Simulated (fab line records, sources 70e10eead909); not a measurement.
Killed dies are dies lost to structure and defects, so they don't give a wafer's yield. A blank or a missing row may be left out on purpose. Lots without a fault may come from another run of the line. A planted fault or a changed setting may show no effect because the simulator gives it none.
A struck lot beside a sound one | flow nand_harc | 15 steps out of a route of 1159
Sound: wafers L880.3, L880.5, L880.6. Struck: wafers L893.1, L893.5. (L893.2 of the same lot was not struck and is left out.) The cause comes at the end.
At each step with rows: each side's tool, then ch and its chambers, then its first start. Under that, the readings that differ: sound wafers | struck wafers | difference of the means | sigmas: that difference in standard deviations of wafers without a fault.
alike: readings whose means differ by less than 2 such deviations, and words and numbers that are the same on both sides. not compared: withheld readings, readings that some wafer has no value for, bounds like >300 that may hide the same value, and numbers for which the record gives no deviation and whose values overlap.
The two part at a step that has a row with sigmas, a row that says differs or no value, or rows on one side only. Numbers that don't overlap but have no deviation are shown without sigmas and don't part them. A reading that every wafer of one side lacks parts them only if that side has two wafers or more.

NHARC_A_CHANNEL_FILL_D1_ALD_15: deposits SiNx, target thk 2 nm, pulse time 60 s, ald cycles 19.
  sound on ald_sin_batch-02 ch 0; struck on ald_sin_batch-03 ch 0
  alike: precursor_pulse_height_rel
  not compared: ald_cycles
NHARC_A_CHANNEL_FILL_D1_ALD_16: deposits SiO2, target thk 1.5 nm, pulse time 10 s, ald cycles 15.
  sound on ald_hk-04 ch 0,2,3, day 10 19:43; struck on ald_hk-03 ch 0,2, day 14 00:26
  alike: heater_power_w, precursor_pulse_height_rel
  not compared: ald_cycles, since_wet_clean_h
then, 2 steps without rows for these wafers: NHARC_A_CHANNEL_FILL_D1_ANNEAL_17 (time 1800 s); NHARC_A_CHANNEL_FILL_D1_CVD_18 (deposits poly-Si, target thk 3 nm).
NHARC_A_CHANNEL_FILL_D1_ETCHBACK_19: etches the open film in HBr/Cl2, target depth 5 nm, time 1.7 s.
  sound on rie_si-01 ch 2,3, day 11 07:13; struck on rie_si-01 ch 2,3, day 14 12:10
  alike: drypump_motor_current_A, he_backside_leak_sccm, oes_product_au, throttle_valve_pct
  not compared: rf_hours_counter_h
NHARC_A_CHANNEL_FILL_D1_ETCHBACK_20: etches the open film in C4F8/O2/Ar, target depth 27 nm, time 13.5 s.
  sound on rie_diel-10 ch 0,3, day 11 07:21; struck on rie_diel-10 ch 2, day 14 12:18
  reading               | sound          | struck    | difference | sigmas
  oes_product_au (a.u.) | 1.01 1.00 1.00 | 0.92 0.93 | -0.08      | -2
  alike: rf_vpp_V
  not compared: rf_hours_counter_h
then, 5 steps without rows for these wafers: NHARC_A_CHANNEL_FILL_D1_STRIP_28 (strips in O2, time 20 s); NHARC_A_CHANNEL_FILL_D1_PRECLEAN_21 (cleans in dHF, time 30 s); NHARC_A_CHANNEL_FILL_D1_SRD_23; NHARC_A_CHANNEL_FILL_D1_CVD_05 (deposits poly-Si, target thk 5 nm); NHARC_A_CHANNEL_FILL_D1_ANNEAL_22 (time 7200 s).
NHARC_A_CHANNEL_FILL_D1_THK_MEAS_06: measures by ellipsometry.
  sound on film_metro-02, day 11 19:06; struck on film_metro-01, day 14 23:56
  alike: thk_nm
NHARC_A_CHANNEL_FILL_D1_ALD_25: deposits SiOx, target thk 60 nm, pulse time 10 s, ald cycles 600.
  sound on ald_hk-04 ch 0,2,3, day 11 20:24; struck on ald_hk-03 ch 1,3, day 15 00:36
  reading    | sound       | struck  | difference | sigmas
  ald_cycles | 600 600 600 | 562 562 | -38        |
  alike: heater_power_w, precursor_pulse_height_rel
  not compared: since_wet_clean_h
NHARC_A_CHANNEL_FILL_D1_ETCHBACK_08: etches the open film in C4F8, target depth 220 nm, time 110 s.
  sound on rie_diel-10 ch 2,3; struck on rie_diel-01 ch 0,2
  reading               | sound          | struck    | difference | sigmas
  oes_product_au (a.u.) | 0.92 0.92 0.92 | 1.00 1.01 | +0.08      | +2
  alike: rf_vpp_V
  not compared: rf_hours_counter_h
-- the record jumps here: 9 days lie between the struck wafers' starts before and after (it left off in module A_CHANNEL_FILL_D1 and takes up again in module END, whose first step shown is number 1159 of the route) --
NHARC_END_SORT_01:
  the record has rows for the struck wafers here (prober-01 ch 0, day 24 10:46) and none for the sound ones

WHERE THEY PART
First at NHARC_A_CHANNEL_FILL_D1_ETCHBACK_20; last, within this record, at NHARC_END_SORT_01.

WHY: what the simulator had put in
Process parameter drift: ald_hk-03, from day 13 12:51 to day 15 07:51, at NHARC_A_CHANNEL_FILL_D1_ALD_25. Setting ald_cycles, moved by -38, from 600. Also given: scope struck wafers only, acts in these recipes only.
